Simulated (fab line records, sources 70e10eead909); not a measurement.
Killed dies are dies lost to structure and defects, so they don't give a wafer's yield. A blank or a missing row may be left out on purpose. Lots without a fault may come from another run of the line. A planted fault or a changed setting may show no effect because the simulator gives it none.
Which tool did it? | flow nand_harc | 24 lots, 72 wafers sampled, at 6 steps of a route of 1302

WHAT THE GAUGES READ, wafer by wafer
NHARC_P_ZERO_WELL_CD_MEAS_11: target cd 500 nm. Usual: cd_nm 499.1 nm, standard deviation 1.8.
lot  | measured     | on        | cd_nm (nm)        | flag
L074 | day 1 21:14  | cd_sem-01 | 501.3 500.1 497.2 |
L075 | day 2 07:14  | cd_sem-03 | 498.6 497.9 494.6 |
L076 | day 2 17:16  | cd_sem-03 | 500.0 499.8 498.7 |
L077 | day 3 03:07  | cd_sem-03 | 496.3 499.3 500.7 |
L078 | day 3 13:17  | cd_sem-01 | 499.8 500.0 498.4 |
L079 | day 3 23:07  | cd_sem-02 | 499.7 500.6 501.7 |
L080 | day 4 09:07  | cd_sem-02 | 503.2 499.9 499.6 |
L081 | day 4 19:15  | cd_sem-03 | 499.6 498.1 499.6 |
L082 | day 5 05:16  | cd_sem-01 | 499.6 497.0 498.2 |
L083 | day 5 15:23  | cd_sem-02 | 498.0 499.9 497.1 |
L084 | day 6 01:07  | cd_sem-02 | 498.8 498.4 498.1 |
L085 | day 6 11:16  | cd_sem-02 | 500.3 497.7 500.2 |
L086 | day 6 21:14  | cd_sem-02 | 495.7 499.0 500.4 |
L087 | day 7 07:15  | cd_sem-03 | 496.9 501.6 499.3 |
L088 | day 7 17:14  | cd_sem-01 | 496.1 499.0 497.9 |
L089 | day 8 03:15  | cd_sem-02 | 500.5 502.7 497.9 |
L090 | day 8 13:14  | cd_sem-03 | 498.8 499.9 499.1 |
L091 | day 8 23:14  | cd_sem-02 | 504.6 500.7 501.8 |
L092 | day 9 09:07  | cd_sem-02 | 500.7 499.8 501.0 |
L093 | day 9 19:14  | cd_sem-02 | 498.9 496.0 499.6 |
L094 | day 10 05:07 | cd_sem-01 | 498.1 497.9 498.0 |
L095 | day 10 15:14 | cd_sem-01 | 498.0 498.0 498.8 |
L096 | day 11 01:08 | cd_sem-02 | 497.0 495.0 496.7 |
L097 | day 11 11:16 | cd_sem-01 | 500.8 498.3 502.5 |

NHARC_P_M1_CD_MEAS_09: target cd 130 nm. Usual: cd_nm 130.0 nm, standard deviation 0.66.
lot  | measured     | on        | cd_nm (nm)        | flag
L074 | day 6 06:35  | cd_sem-01 | 129.5 129.3 129.2 |
L075 | day 7 00:09  | cd_sem-02 | 129.6 129.8 130.3 |
L076 | day 7 09:56  | cd_sem-03 | 129.7 129.5 129.3 |
L077 | day 7 12:31  | cd_sem-01 | 130.7 130.8 132.3 |
L078 | day 7 19:02  | cd_sem-03 | 130.7 130.0 131.1 |
L079 | day 8 09:16  | cd_sem-02 | 130.2 129.7 129.9 |
L080 | day 8 19:49  | cd_sem-03 | 130.0 129.4 130.3 |
L081 | day 9 01:29  | cd_sem-03 | 129.9 130.4 129.8 |
L082 | day 9 12:14  | cd_sem-03 | 130.4 130.8 130.1 |
L083 | day 10 01:46 | cd_sem-03 | 129.2 129.7 129.5 |
L084 | day 10 06:18 | cd_sem-03 | 131.0 130.9 130.1 |
L085 | day 10 18:29 | cd_sem-03 | 130.0 129.4 130.3 |
L086 | day 11 03:47 | cd_sem-01 | 130.2 128.7 129.5 |
L087 | day 11 14:49 | cd_sem-02 | 128.9 129.6 129.0 |
L088 | day 12 11:56 | cd_sem-02 | 130.0 129.9 129.2 |
L089 | day 12 11:54 | cd_sem-03 | 129.3 129.1 129.8 |
L090 | day 13 08:26 | cd_sem-02 | 130.6 130.0 131.2 |
L091 | day 13 12:05 | cd_sem-03 | 130.4 129.7 130.9 |
L092 | day 13 21:19 | cd_sem-02 | 131.2 130.1 130.1 |
L093 | day 14 15:05 | cd_sem-03 | 129.3 130.7 131.7 |
L094 | day 14 14:15 | cd_sem-02 | 128.6 129.0 128.9 |
L095 | day 15 10:34 | cd_sem-01 | 128.9 129.8 130.8 |
L096 | day 15 16:56 | cd_sem-01 | 130.5 130.0 129.2 |
L097 | day 16 05:22 | cd_sem-03 | 130.2 130.2 130.7 |

WHICH TOOL RAN EACH LOT (tool, then ch and the chambers of the sampled wafers, then the start)
lot  | NHARC_P_GATE_HM_OPEN_105                      | NHARC_P_GATE_STRIP_111               | NHARC_P_GATE_STRIP_113               | NHARC_P_CONTACT_DEGAS_38
L074 | rie_diel-07 ch 0,1,3, day 5 14:17 or earlier  | plasma_asher-01 ch 0,1, day 5 14:17  | plasma_asher-01 ch 0,1, day 5 17:50  | pvd_sputter-01, day 5 23:37
L075 | rie_diel-07 ch 0,3, day 6 08:11 or earlier    | plasma_asher-02 ch 0,1, day 6 08:11  | plasma_asher-02 ch 0,1, day 6 11:51  | pvd_sputter-03, day 6 17:47
L076 | rie_diel-08 ch 2,3, day 6 18:13 or earlier    | plasma_asher-01 ch 0,1, day 6 18:13  | plasma_asher-01 ch 0,1, day 6 21:46  | pvd_sputter-01, day 7 03:34
L077 | rie_diel-05 ch 0,1,2, day 6 20:46 or earlier  | plasma_asher-02 ch 0,1, day 6 20:46  | plasma_asher-02 ch 0,1, day 7 00:17  | pvd_sputter-03, day 7 06:13
L078 | rie_diel-08 ch 2,3, day 7 02:46 or earlier    | plasma_asher-02 ch 0,1, day 7 02:46  | plasma_asher-02 ch 0,1, day 7 06:19  | pvd_sputter-01, day 7 11:55
L079 | rie_diel-07 ch 1,3, day 7 17:29 or earlier    | plasma_asher-02 ch 0,1, day 7 17:29  | plasma_asher-02 ch 0,1, day 7 20:48  | pvd_sputter-02, day 8 02:55
L080 | rie_diel-07 ch 0,2, day 8 04:18 or earlier    | plasma_asher-02 ch 0,1, day 8 04:18  | plasma_asher-02 ch 0,1, day 8 07:43  | pvd_sputter-03, day 8 13:35
L081 | rie_diel-05 ch 1,2, day 8 09:22 or earlier    | plasma_asher-01 ch 0,1, day 8 09:22  | plasma_asher-01 ch 0,1, day 8 12:58  | pvd_sputter-01, day 8 18:43
L082 | rie_diel-08 ch 0,1, day 8 20:55 or earlier    | plasma_asher-02 ch 0,1, day 8 20:55  | plasma_asher-01 ch 0,1, day 9 00:13  | pvd_sputter-01, day 9 05:47
L083 | rie_diel-08 ch 0,1, day 9 10:11 or earlier    | plasma_asher-02 ch 0,1, day 9 10:11  | plasma_asher-01 ch 0,1, day 9 13:37  | pvd_sputter-03, day 9 19:18
L084 | rie_diel-07 ch 0,1, day 9 14:35 or earlier    | plasma_asher-02 ch 0,1, day 9 14:35  | plasma_asher-02 ch 0,1, day 9 17:57  | pvd_sputter-03, day 9 23:38
L085 | rie_diel-05 ch 0,1,3, day 10 02:38 or earlier | plasma_asher-01 ch 0,1, day 10 02:38 | plasma_asher-01 ch 0,1, day 10 06:06 | pvd_sputter-03, day 10 12:01
L086 | rie_diel-07 ch 0,1,3, day 10 11:58 or earlier | plasma_asher-02 ch 0,1, day 10 11:58 | plasma_asher-01 ch 0,1, day 10 15:31 | pvd_sputter-01, day 10 21:19
L087 | rie_diel-08 ch 0,2,3, day 10 23:05 or earlier | plasma_asher-02 ch 0,1, day 10 23:05 | plasma_asher-01 ch 0,1, day 11 02:41 | pvd_sputter-03, day 11 08:36
L088 | rie_diel-05 ch 0,1,2, day 11 19:25 or earlier | plasma_asher-02 ch 0,1, day 11 19:25 | plasma_asher-02 ch 0,1, day 11 22:53 | pvd_sputter-02, day 12 04:58
L089 | rie_diel-05 ch 0,1, day 11 18:37 or earlier   | plasma_asher-01 ch 0,1, day 11 18:37 | plasma_asher-02 ch 0,1, day 11 22:05 | pvd_sputter-01, day 12 04:11
L090 | rie_diel-05 ch 1,3, day 12 16:31 or earlier   | plasma_asher-01 ch 0,1, day 12 16:31 | plasma_asher-02 ch 0,1, day 12 19:49 | pvd_sputter-01, day 13 01:52
L091 | rie_diel-05 ch 0,1,3, day 12 20:20 or earlier | plasma_asher-01 ch 0,1, day 12 20:20 | plasma_asher-01 ch 0,1, day 12 23:32 | pvd_sputter-02, day 13 05:38
L092 | rie_diel-07 ch 0,2,3, day 13 04:24 or earlier | plasma_asher-01 ch 0,1, day 13 04:24 | plasma_asher-01 ch 0,1, day 13 08:50 | pvd_sputter-02, day 13 14:47
L093 | rie_diel-05 ch 0,1,2, day 13 23:10 or earlier | plasma_asher-01 ch 0,1, day 13 23:10 | plasma_asher-01 ch 0,1, day 14 02:34 | pvd_sputter-03, day 14 08:30
L094 | rie_diel-05 ch 0,2,3, day 13 22:08 or earlier | plasma_asher-01 ch 0,1, day 13 22:08 | plasma_asher-01 ch 0,1, day 14 01:47 | pvd_sputter-03, day 14 07:37
L095 | rie_diel-07 ch 1,2,3, day 14 19:21 or earlier | plasma_asher-01 ch 0, day 14 19:21   | plasma_asher-02 ch 0,1, day 14 22:40 | pvd_sputter-01, day 15 04:22
L096 | rie_diel-05 ch 0,3, day 15 00:12 or earlier   | plasma_asher-01 ch 0, day 15 00:12   | plasma_asher-01 ch 0,1, day 15 03:38 | pvd_sputter-03, day 15 09:33
L097 | rie_diel-08 ch 0,1, day 15 13:35 or earlier   | plasma_asher-02 ch 0,1, day 15 13:35 | plasma_asher-01 ch 0,1, day 15 17:06 | pvd_sputter-01, day 15 22:55
- NHARC_P_GATE_HM_OPEN_105: chemistry O2/COS, target depth 360 nm.
- NHARC_P_GATE_STRIP_111: strips in N2/H2, time 250 s.
- NHARC_P_GATE_STRIP_113: strips in N2/H2, time 740 s.
- NHARC_P_CONTACT_DEGAS_38: time 60 s.

WHAT THE TOOLS THEMSELVES READ (means of the sampled wafers that have a number; where no wafer has one, the mark that the record gives instead)
NHARC_P_GATE_HM_OPEN_105. Usual: drypump_motor_current_A 5.4 A, standard deviation 0.41; oes_product_au 0.998 a.u., standard deviation 0.012; rf_vpp_V 467 V, standard deviation 3.3; showerhead_plenum_p_Torr 3.10 Torr, standard deviation 0.15; throttle_valve_pct 28.330 %, standard deviation 0.0089.
lot  | tool        | drypump_motor_current_A (A) | oes_product_au (a.u.) | rf_vpp_V (V) | showerhead_plenum_p_Torr (Torr) | throttle_valve_pct (%) | flag
L074 | rie_diel-07 | 5.3                         | 0.998                 | 467          | 3.10                            | 28.329                 |
L075 | rie_diel-07 | 5.3                         | 0.994                 | 469          | 3.22                            | 28.330                 |
L076 | rie_diel-08 | 5.0                         | 0.996                 | 469          | 3.21                            | 28.325                 |
L077 | rie_diel-05 | 5.8                         | 0.996                 | 465          | 3.04                            | 28.327                 |
L078 | rie_diel-08 | 5.1                         | 0.990                 | 469          | 3.21                            | 28.333                 |
L079 | rie_diel-07 | 5.2                         | 1.005                 | 467          | 3.11                            | 28.331                 |
L080 | rie_diel-07 | 5.6                         | 0.989                 | 467          | 3.08                            | 28.331                 |
L081 | rie_diel-05 | 5.7                         | 0.989                 | 465          | 3.00                            | 28.330                 |
L082 | rie_diel-08 | 5.6                         | 1.018                 | 464          | 2.94                            | 28.327                 |
L083 | rie_diel-08 | 5.6                         | 1.022                 | 463          | 2.94                            | 28.323                 |
L084 | rie_diel-07 | 5.3                         | 0.994                 | 464          | 2.97                            | 28.329                 |
L085 | rie_diel-05 | 5.3                         | 1.005                 | 467          | 3.08                            | 28.329                 |
L086 | rie_diel-07 | 5.3                         | 0.998                 | 466          | 3.10                            | 28.337                 |
L087 | rie_diel-08 | 5.4                         | 1.006                 | 467          | 3.12                            | 28.328                 |
L088 | rie_diel-05 | 5.7                         | 0.989                 | 465          | 3.03                            | 28.334                 |
L089 | rie_diel-05 | 5.4                         | 0.987                 | 464          | 2.96                            | 28.330                 |
L090 | rie_diel-05 | 5.1                         | 1.000                 | 468          | 3.17                            | 28.327                 |
L091 | rie_diel-05 | 5.3                         | 0.994                 | 467          | 3.08                            | 28.340                 |
L092 | rie_diel-07 | 5.6                         | 0.997                 | 470          | 3.20                            | 28.336                 |
L093 | rie_diel-05 | 5.7                         | 0.991                 | 465          | 3.03                            | 28.331                 |
L094 | rie_diel-05 | 5.6                         | 0.993                 | 468          | 3.16                            | 28.338                 |
L095 | rie_diel-07 | 5.4                         | 1.006                 | 469          | 3.20                            | 28.331                 |
L096 | rie_diel-05 | 5.4                         | 0.978                 | 467          | 3.12                            | 28.334                 |
L097 | rie_diel-08 | 5.6                         | 1.012                 | 463          | 2.93                            | 28.327                 |

NHARC_P_GATE_STRIP_111. Usual: drypump_motor_current_A 5.7 A, standard deviation 0.63; heater_power_w 83 W, standard deviation 8.8.
lot  | tool            | drypump_motor_current_A (A) | heater_power_w (W) | flag
L074 | plasma_asher-01 | 6.2                         | 91                 |
L075 | plasma_asher-02 | 5.0                         | 75                 |
L076 | plasma_asher-01 | 6.2                         | 91                 |
L077 | plasma_asher-02 | 5.3                         | 74                 |
L078 | plasma_asher-02 | 5.3                         | 75                 |
L079 | plasma_asher-02 | 5.0                         | 75                 |
L080 | plasma_asher-02 | 5.3                         | 74                 |
L081 | plasma_asher-01 | 6.2                         | 93                 |
L082 | plasma_asher-02 | 5.3                         | 74                 |
L083 | plasma_asher-02 | 5.3                         | 75                 |
L084 | plasma_asher-02 | 5.0                         | 74                 |
L085 | plasma_asher-01 | 6.2                         | 92                 |
L086 | plasma_asher-02 | 5.0                         | 75                 |
L087 | plasma_asher-02 | 5.0                         | 75                 |
L088 | plasma_asher-02 | 5.3                         | 75                 |
L089 | plasma_asher-01 | 6.3                         | 93                 |
L090 | plasma_asher-01 | 6.2                         | 92                 |
L091 | plasma_asher-01 | 6.2                         | 91                 |
L092 | plasma_asher-01 | 6.3                         | 91                 |
L093 | plasma_asher-01 | 6.2                         | 91                 |
L094 | plasma_asher-01 | 6.3                         | 91                 |
L095 | plasma_asher-01 | 6.3                         | 92                 |
L096 | plasma_asher-01 | 6.3                         | 91                 |
L097 | plasma_asher-02 | 5.0                         | 75                 |

NHARC_P_GATE_STRIP_113. Usual: drypump_motor_current_A 5.8 A, standard deviation 0.61; heater_power_w 85 W, standard deviation 8.6.
lot  | tool            | drypump_motor_current_A (A) | heater_power_w (W) | flag
L074 | plasma_asher-01 | 6.2                         | 91                 |
L075 | plasma_asher-02 | 5.3                         | 75                 |
L076 | plasma_asher-01 | 6.2                         | 91                 |
L077 | plasma_asher-02 | 5.3                         | 75                 |
L078 | plasma_asher-02 | 5.3                         | 75                 |
L079 | plasma_asher-02 | 5.3                         | 75                 |
L080 | plasma_asher-02 | 5.0                         | 75                 |
L081 | plasma_asher-01 | 6.2                         | 92                 |
L082 | plasma_asher-01 | 6.2                         | 91                 |
L083 | plasma_asher-01 | 6.3                         | 91                 |
L084 | plasma_asher-02 | 5.0                         | 75                 |
L085 | plasma_asher-01 | 6.2                         | 92                 |
L086 | plasma_asher-01 | 6.2                         | 91                 |
L087 | plasma_asher-01 | 6.3                         | 92                 |
L088 | plasma_asher-02 | 5.3                         | 74                 |
L089 | plasma_asher-02 | 5.0                         | 74                 |
L090 | plasma_asher-02 | 5.3                         | 75                 |
L091 | plasma_asher-01 | 6.3                         | 92                 |
L092 | plasma_asher-01 | 6.2                         | 91                 |
L093 | plasma_asher-01 | 6.2                         | 92                 |
L094 | plasma_asher-01 | 6.2                         | 92                 |
L095 | plasma_asher-02 | 5.0                         | 76                 |
L096 | plasma_asher-01 | 6.2                         | 92                 |
L097 | plasma_asher-01 | 6.2                         | 96                 |

NHARC_P_CONTACT_DEGAS_38. Usual: heater_power_w 442 W, standard deviation 33.
lot  | tool           | heater_power_w (W) | flag
L074 | pvd_sputter-01 | 436                |
L075 | pvd_sputter-03 | 450                |
L076 | pvd_sputter-01 | 430                |
L077 | pvd_sputter-03 | 449                |
L078 | pvd_sputter-01 | 442                |
L079 | pvd_sputter-02 | 442                |
L080 | pvd_sputter-03 | 450                |
L081 | pvd_sputter-01 | 399                |
L082 | pvd_sputter-01 | 414                |
L083 | pvd_sputter-03 | 443                |
L084 | pvd_sputter-03 | 427                |
L085 | pvd_sputter-03 | 465                |
L086 | pvd_sputter-01 | 408                |
L087 | pvd_sputter-03 | 458                |
L088 | pvd_sputter-02 | 447                |
L089 | pvd_sputter-01 | 451                |
L090 | pvd_sputter-01 | 435                |
L091 | pvd_sputter-02 | 452                |
L092 | pvd_sputter-02 | 445                |
L093 | pvd_sputter-03 | 455                |
L094 | pvd_sputter-03 | 451                |
L095 | pvd_sputter-01 | 468                |
L096 | pvd_sputter-03 | 433                |
L097 | pvd_sputter-01 | 410                |

THE ANSWER, worked out from the rows above alone
Rule: a lot is off if the mean of its wafers that have a number lies more than 3 standard deviations from the usual mean. A lot without any number at a reading at which 4 lots or more have one is off too. The other lots that the step has rows for count as sound. The gauges are gone through in route order, then the tools' own readings, and for those a lot's mean is taken as printed above. The first step at which some lot is off is used, and at that step the reading that is off furthest; a lot without a number counts as furthest.
No lot is off at any reading shown: from this, nothing can be told.

WHAT THE SIMULATOR HAD PUT IN
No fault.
